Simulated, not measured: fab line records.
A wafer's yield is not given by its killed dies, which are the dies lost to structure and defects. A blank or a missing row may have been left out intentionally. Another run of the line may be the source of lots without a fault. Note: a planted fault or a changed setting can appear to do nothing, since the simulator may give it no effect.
One fault seen from 2 desks :: flow nand-harc :: every desk sees just its own numbers, and what lay behind them comes last

== METROLOGY DESK ==
What the gauges read, lot by lot, whatever tool the lot ran on: means of the sampled wafers that have a number. Any lot whose mean is over 4 standard deviations away from the usual mean is out of limits and marked OUT; that distance is given in the brackets.
Columns: A = overlay-x-nm at NHARC_A_BLC_OVL_MEAS_11, usual 0.0 nm; B = overlay-y-nm at NHARC_A_BLC_OVL_MEAS_11, usual 0.3 nm; C = cd-nm at NHARC_A_M0_CD_MEAS_09, usual 80.0 nm
lot: L174
first seen here: day 22 12:34
A: 0.1
B: -1.0
C: 80.0

lot: L173
first seen here: day 23 06:32
A: 0.2
B: 0.1
C: 80.3

lot: L176
first seen here: day 23 18:08
A: 1.3
B: 0.7
C: 79.5

lot: L180
first seen here: day 25 14:45
A: 0.2
B: 0.2
C: 80.5

lot: L179
first seen here: day 25 21:51
A: -0.5
B: -1.3
C: 82.0

lot: L188
first seen here: day 28 12:09
A: -0.8
B: 2.0
C: 79.1

lot: L191
first seen here: day 29 05:07
A: -0.7
B: 0.6
C: 79.5

lot: L189
first seen here: day 29 08:43
A: -1.0
B: 1.0
C: 79.8

lot: L190
first seen here: day 29 14:16
A: -1.5
B: 0.2
C: 80.0

lot: L196
first seen here: day 31 09:28
A: 0.2
B: -1.2
C: 79.7

lot: L193
first seen here: day 31 11:19
A: -0.5
B: 0.7
C: 79.6

lot: L195
first seen here: day 32 03:12
A: -0.5
B: 0.0
C: 80.5
Finding of this desk: none of the 12 lots has anything out of limits.

== FOR THE TOOL OWNER'S DESK: litho-track-01 ==
The tool's own readings at NHARC_A_M0_PEB_07 (peb time 65 s): means of the sampled wafers that have a number, for each lot that ran on this tool. Any lot whose mean is over 4 standard deviations away from the usual mean is out of limits and marked OUT; that distance is given in the brackets.
Columns: A = chill-plate-temp-C at NHARC_A_M0_PEB_07, usual 22.99 C
lot: L176
first seen here: day 23 22:01
A: 23.09

lot: L179
first seen here: day 26 01:36
A: 22.97

lot: L190
first seen here: day 29 18:08
A: 22.96
Finding of this desk: none of the 3 lots has anything out of limits.

== PUT TOGETHER ==
From the metrology desk's view, nothing was out of limits.
Nothing out of limits was seen by the tool owner's desk.

== WHAT THE SIMULATOR HAD INSERTED ==
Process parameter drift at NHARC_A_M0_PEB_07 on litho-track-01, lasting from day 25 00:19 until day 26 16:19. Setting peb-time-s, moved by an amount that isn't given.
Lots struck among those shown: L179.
